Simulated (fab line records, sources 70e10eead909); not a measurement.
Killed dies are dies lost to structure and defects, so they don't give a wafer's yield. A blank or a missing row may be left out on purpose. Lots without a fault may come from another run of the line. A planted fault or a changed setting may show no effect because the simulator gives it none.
fab line records | flow nand_harc
record lots=11 wafers=33 last_day=32
route steps=1302 shown P_ZERO_WELL@31 P_STI@80 P_GATE@142
lots that met no fault: from a run of the same line without faults
start_h: hours from the record's first day to the start of the lot's first wafer shown | wait_h: hours since the lot's step before | " the same as in the row above | L1.1+2: a row that stands for several wafers | - no value, or no start given | * or withheld: withheld | < > ~ a bound
route shown NAME@n: a module of which the file shows steps, and the number in the route of the first | usual: mean/standard deviation of fault-free wafers | same: alike in all rows | chamber/n: place in a boat | sites: the reading at each site | _std_site: their standard deviation | _edge_site: outer sites' mean less inner sites' | radius_mm: how far each site lies from the wafer's centre | mask NAME#n: copy n | behind: the tool/chamber that last shaped the wafer | hold: why the lot was held/for how many hours/how that ended | device: the transistor (n, p or np) that didn't switch | end of line: the same wafers' tests at the end of the route | a step without rows: its recipe alone | killed: dies lost to structure and defects at the first sort, not the wafer's yield | map: a wafer's dies, x killed, . not, _ none there
set.NAME: the setting as run; set.NAME@STEP: as run at that earlier step | model.NAME: the simulator's own value behind a step, which no gauge read
steps of the route over a sample of lots; a table a step, a row a wafer
services: from which hour (start_h, from the record's first day; less than 0 if before it) a tool's chamber was out of use, for how many hours, and why
## steps
# step NHARC_P_ZERO_WELL_DESCUM_26
# recipe time_s=3 o2_flow_sccm=200 ar_flow_sccm=0 bias_power_w=0 chemistry=O2
# usual drypump_motor_current_A=5.5/0.56 oes_product_au=1.000/0.012 rf_vpp_V=57.9/0.88 showerhead_plenum_p_Torr=1.92/0.085 throttle_valve_pct=11.312/0.0097
# columns lot.wafer tool chamber start_h wait_h drypump_motor_current_A oes_product_au rf_hours_counter_h rf_vpp_V showerhead_plenum_p_Torr throttle_valve_pct
L890.3 rie_diel-09 0 22.63 - 6.1 0.976 12 59.2 2.07 11.329
L890.1 " 1 " " 6.2 0.978 12 57.4 1.93 11.291
L890.2 " 2 " " 5.0 0.992 10 56.6 1.81 11.326
L891.4 rie_diel-08 1 32.78 - 5.6 0.998 6 58.9 1.79 11.322
L891.2 " 2 " " 5.6 1.003 4 58.2 1.94 11.310
L891.6 " 2 " " 5.5 1.002 - 56.6 1.94 11.312
L892.2 rie_diel-08 0 42.74 - 5.6 1.015 12 56.6 1.87 11.323
L892.3 " 2 " " 5.5 1.001 8 58.2 1.93 11.305
L892.6 " 0 " " 5.6 1.017 - 56.4 1.88 11.316
L893.4 rie_diel-08 0 52.67 - 5.6 1.011 13 57.7 1.87 11.309
L893.5 " 3 " " 4.8 1.011 - 58.7 1.94 11.304
L893.6 " 0 " " 5.6 1.006 - 58.7 1.87 11.311
L895.1 rie_diel-09 2 72.98 - 5.0 0.995 31 57.4 1.80 11.318
L895.4 " 0 " " 6.1 0.979 33 58.5 2.07 11.322
L895.5 " 3 " " 4.7 1.005 - 58.2 1.96 11.306
L898.4 rie_diel-08 3 102.80 - 4.9 1.008 28 59.1 1.93 11.303
L898.2 " 0 " " 5.6 1.007 25 59.1 1.87 11.321
L898.5 " 2 " " 5.5 1.001 - 57.7 1.93 11.317
L906.3 rie_diel-09 2 182.85 - 5.0 0.979 12 57.6 1.79 11.314
L906.4 " 3 " " 4.7 0.998 10 56.6 1.95 11.305
L906.1 " 0 " " 6.1 0.998 10 58.4 2.06 11.306
L908.2 rie_diel-02 1 202.78 - 6.3 0.990 49 57.9 1.97 11.301
L908.4 " 2 " " 5.7 0.992 49 58.3 1.97 11.324
L908.1 " 3 " " 4.9 0.986 48 57.8 1.85 11.326
L909.1 rie_diel-08 2 212.76 - 5.6 1.000 4 57.1 1.92 11.313
L909.3 " 3 " " 4.9 1.007 4 56.1 1.92 11.302
L909.5 " 1 " " 5.6 0.992 - 59.5 2.07 11.322
L910.4 rie_diel-09 2 222.70 - 5.0 0.977 26 56.5 1.79 11.313
L910.2 " 3 " " 4.7 0.991 25 58.2 1.94 11.309
L910.6 " 1 " " 6.2 0.980 - 58.9 1.91 11.323
L911.2 rie_diel-08 2 232.75 - 5.6 1.005 12 58.0 1.91 11.295
L911.4 " 1 " " 5.6 0.996 13 57.9 2.07 11.308
L911.5 " 2 " " 5.6 1.001 - 58.1 1.91 11.303
# step NHARC_P_STI_EXPOSE_06
# recipe na=0.55 target_cd_nm=200 dose_mj=37.69 mask_id=P_STI
# usual stage_vel_mm_s=499.98/0.22
# columns lot.wafer tool chamber start_h wait_h mask stage_vel_mm_s
L890.1 krf_scanner-01 0 45.02 - P_STI#0 500.31
L890.2 " 0 " " P_STI#0 500.17
L890.3 " 0 " " P_STI#0 500.19
L892.2 krf_scanner-04 0 63.97 - P_STI#0 499.87
L892.3 " 0 " " P_STI#0 500.09
L892.6 " 0 " " P_STI#0 500.05
L891.2 krf_scanner-02 0 64.13 - P_STI#0 500.10
L891.4 " 0 " " P_STI#0 500.13
L891.6 " 0 " " P_STI#0 500.04
L893.4 krf_scanner-01 0 72.04 - P_STI#0 499.78
L893.5 " 0 " " P_STI#0 500.01
L893.6 " 0 " " P_STI#0 499.79
L895.1 krf_scanner-01 0 96.60 - P_STI_R1#0 500.25
L895.4 " 0 " " P_STI_R1#0 499.96
L895.5 " 0 " " P_STI_R1#0 500.35
L898.2 krf_scanner-02 0 122.03 - P_STI#0 499.69
L898.4 " 0 " " P_STI#0 500.04
L898.5 " 0 " " P_STI#0 500.00
L906.1 krf_scanner-02 0 204.72 - P_STI#0 500.27
L906.3 " 0 " " P_STI#0 500.28
L906.4 " 0 " " P_STI#0 500.28
L908.1 krf_scanner-01 0 222.91 - P_STI#0 499.94
L908.2 " 0 " " P_STI#0 499.48
L908.4 " 0 " " P_STI#0 499.56
L909.1 krf_scanner-02 0 234.04 - P_STI#0 500.10
L909.3 " 0 " " P_STI#0 500.10
L909.5 " 0 " " P_STI#0 499.74
L910.2 krf_scanner-01 0 243.36 - P_STI#0 500.43
L910.4 " 0 " " P_STI#0 499.76
L910.6 " 0 " " P_STI#0 499.73
L911.2 krf_scanner-01 0 254.66 - P_STI#0 499.93
L911.4 " 0 " " P_STI#0 499.67
L911.5 " 0 " " P_STI#0 499.76
# step NHARC_P_STI_OCD_MEAS_17
# usual trench_depth_nm=300/4.5 trench_foot_cd_nm=156.8/2.2
# columns lot.wafer tool chamber start_h wait_h trench_depth_nm trench_foot_cd_nm
L890.1 ocd-02 - 45.95 0.1 301 154.6
L890.2 " - " " 301 154.9
L890.3 " - " " 300 158.5
L892.2 ocd-02 - 64.90 0.1 310 154.6
L892.3 " - " " 307 156.2
L892.6 " - " " 307 158.4
L891.2 ocd-01 - 65.07 0.1 296 154.1
L891.4 " - " " 305 152.7
L891.6 " - " " 296 156.2
L893.4 ocd-01 - 72.98 0.1 308 158.9
L893.5 " - " " 297 158.4
L893.6 " - " " 308 155.6
L895.1 ocd-01 - 97.60 0.1 298 160.8
L895.4 " - " " 298 164.3
L895.5 " - " " 296 162.2
L898.2 ocd-01 - 122.96 0.1 298 160.7
L898.4 " - " " 297 157.6
L898.5 " - " " 300 155.9
L906.1 ocd-01 - 205.66 0.1 311 156.9
L906.3 " - " " 305 152.5
L906.4 " - " " 301 154.0
L908.1 ocd-01 - 223.87 0.1 307 156.8
L908.2 " - " " 299 160.1
L908.4 " - " " 302 157.2
L909.1 ocd-02 - 235.06 0.1 299 153.2
L909.3 " - " " 298 156.0
L909.5 " - " " 300 153.2
L910.2 ocd-01 - 244.32 0.1 301 155.6
L910.4 " - " " 303 156.8
L910.6 " - " " 299 154.2
L911.2 ocd-02 - 255.61 0.1 298 157.7
L911.4 " - " " 299 155.2
L911.5 " - " " 299 152.9
# step NHARC_P_GATE_OVL_MEAS_27
# usual overlay_x_nm=-0.1/0.93 overlay_y_nm=0.2/0.83
# columns lot.wafer tool chamber start_h wait_h overlay_x_nm overlay_y_nm
L890.1 overlay-01 - 105.71 - 0.9 -1.1
L890.2 " - " " 1.1 -1.5
L890.3 " - " " 0.5 -1.3
L892.2 overlay-01 - 121.43 - -0.1 0.9
L892.3 " - " " 0.2 0.4
L892.6 " - " " 0.6 0.3
L891.2 overlay-01 - 121.96 - -0.9 -0.7
L891.4 " - " " -0.7 -0.8
L891.6 " - " " -0.4 -0.6
L893.4 overlay-02 - 131.74 - -0.5 1.0
L893.5 " - " " -0.7 1.3
L893.6 " - " " -0.7 1.5
L895.1 overlay-01 - 152.60 - -0.2 -0.7
L895.4 " - " " 0.0 -0.8
L895.5 " - " " 0.2 -0.3
L898.2 overlay-01 - 173.84 - 0.8 0.4
L898.4 " - " " 1.2 -0.2
L898.5 " - " " 0.9 -0.4
L906.1 overlay-02 - 257.03 - 0.9 0.7
L906.3 " - " " 0.9 1.1
L906.4 " - " " 1.2 0.6
L908.1 overlay-01 - 280.17 - -1.2 -1.5
L908.2 " - " " -1.3 -0.5
L908.4 " - " " -0.8 -0.5
L909.1 overlay-01 - 287.10 - 1.3 1.1
L909.3 " - " " 1.3 1.3
L909.5 " - " " 1.4 0.8
L910.2 overlay-01 - 298.52 - -0.8 -0.7
L910.4 " - " " -0.2 -0.2
L910.6 " - " " -0.1 -0.1
L911.2 overlay-02 - 305.62 - -0.3 0.9
L911.4 " - " " -0.1 1.5
L911.5 " - " " 0.1 0.8
# step NHARC_P_GATE_ETCH_114
# recipe target_depth_a=300 overetch_a=30 time_s=16.5 ion_energy_ev=100 cf4_flow_sccm=80 o2_flow_sccm=20 ar_flow_sccm=0 rf_w=300 bias_w=100 chemistry=CF4/O2
# usual drypump_motor_current_A=5.8/0.44 oes_product_au=0.999/0.01 rf_vpp_V=198.1/1.3 showerhead_plenum_p_Torr=1.34/0.052 throttle_valve_pct=13.397/0.009
# columns lot.wafer tool chamber start_h wait_h drypump_motor_current_A oes_product_au rf_hours_counter_h rf_vpp_V showerhead_plenum_p_Torr throttle_valve_pct
L890.3 rie_diel-05 3 - - 5.5 0.990 3 196.9 1.33 13.392
L890.1 " 0 " " 5.5 1.001 3 197.4 1.31 13.388
L890.2 " 2 " " 6.1 0.986 4 198.9 1.43 13.396
L892.2 rie_diel-04 1 - - 4.9 1.009 7 196.9 1.28 13.397
L892.3 " 0 " " 5.9 1.010 7 198.2 1.32 13.415
L892.6 " 1 " " 5.0 0.999 - 196.7 1.28 13.383
L891.2 rie_diel-10 3 - - 6.0 0.990 2 200.4 1.41 13.389
L891.4 " 1 " " 5.2 0.981 2 196.3 1.31 13.398
L891.6 " 3 " " 6.0 0.989 - 199.3 1.41 13.388
L893.4 rie_diel-10 1 - - 5.3 0.993 3 197.8 1.31 13.396
L893.5 " 3 " " 6.0 0.996 - 198.4 1.41 13.388
L893.6 " 0 " " 5.4 0.997 - 195.7 1.26 13.420
L895.1 rie_diel-04 3 - - 5.9 1.002 8 198.1 1.33 13.391
L895.5 " 3 " " 5.9 1.012 - 197.0 1.33 13.397
L895.4 " 2 " " 6.3 0.990 - 200.3 1.39 13.397
L898.2 rie_diel-04 0 - - 5.9 1.001 9 197.5 1.32 13.407
L898.4 " 2 " " 6.3 0.989 9 198.1 1.39 13.399
L898.5 " 0 " " 5.9 1.008 - 197.5 1.32 13.408
L906.1 rie_diel-05 0 - - 5.5 1.006 1 197.7 1.31 13.396
L906.3 " 1 " " 6.6 0.991 2 198.5 1.37 13.392
L906.4 " 2 " " 6.1 0.996 2 199.4 1.43 13.402
L908.2 rie_diel-04 0 - - 5.9 1.012 5 197.3 1.32 13.403
L908.4 " 2 " " 6.3 0.995 6 198.6 1.39 13.401
L908.1 " 3 " " 5.9 1.005 6 198.4 1.33 13.400
L909.1 rie_diel-10 1 - - 5.3 1.002 0 196.2 1.31 13.409
L909.3 " 2 " " 5.4 1.011 0 198.7 1.40 13.385
L909.5 " 3 " " 6.0 1.001 - 199.8 1.40 13.394
L910.2 rie_diel-05 2 - - 6.1 1.003 5 200.3 1.43 13.393
L910.4 " 0 " " 5.5 1.022 3 197.3 1.31 13.391
L910.6 " 2 " " 6.1 1.009 - 199.7 1.43 13.384
L911.4 rie_diel-05 2 - - 6.1 0.989 5 199.2 1.43 13.423
L911.2 " 1 " " 6.5 0.997 5 197.0 1.36 13.409
L911.5 " 3 " " 5.5 1.003 - 196.7 1.32 13.384
## services
# columns tool chamber start_h hours kind
rie_diel-04 - 0.90 9.0 pm
krf_scanner-01 - 6.96 8.5 repair
rie_diel-08 - 13.84 9.0 pm
rie_diel-05 1 17.49 25.1 repair
rie_diel-08 2 36.31 1.8 repair
rie_diel-05 - 52.60 9.0 pm
rie_diel-08 2 72.77 6.3 repair
rie_diel-08 0 77.69 3.1 repair
rie_diel-04 - 81.89 0.9 repair
krf_scanner-02 - 88.90 1.4 repair
rie_diel-05 3 89.24 8.5 repair
krf_scanner-02 - 94.00 4.0 pm
rie_diel-05 1 97.72 17.3 repair
krf_scanner-01 - 130.02 2.0 repair
rie_diel-04 1 139.22 2.7 repair
rie_diel-08 1 139.93 4.3 repair
krf_scanner-01 - 140.00 4.0 pm
rie_diel-09 - 143.17 9.0 pm
rie_diel-04 1 147.59 6.8 repair
rie_diel-04 - 177.95 9.0 pm
rie_diel-09 2 184.02 4.3 repair
rie_diel-08 1 189.45 2.6 repair
rie_diel-08 - 190.84 9.0 pm
krf_scanner-01 - 205.93 0.3 repair
## key
first_sign step=NHARC_P_STI_EXPOSE_06 reading=mask direction=changed
effect step=NHARC_P_STI_OCD_MEAS_17 reading=trench_foot_cd_nm direction=up sigmas=2.5 usual=156.8 struck=162.4
met_at NHARC_P_STI_EXPOSE_06
struck_lots L895
tester_left_out L895
not_acting_at NHARC_P_ZERO_WELL_DESCUM_26,NHARC_P_GATE_OVL_MEAS_27,NHARC_P_GATE_ETCH_114
onset_between 72.04 96.60
fault kind=wrong_mask tool=any chamber=- onset_h=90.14 steps=NHARC_P_STI_EXPOSE_06 aux_copy=P_STI_R1#0 cd_offset_nm=4.9619 scope=struck_lots_only
# tester_left_out: of these lots the tester's yield and bins aren't shown, on N5 and GAA mostly nor the transistor test; their killed dies are dies lost to structure and defects alone, not to doping, threshold or leakage, so they don't give the yield
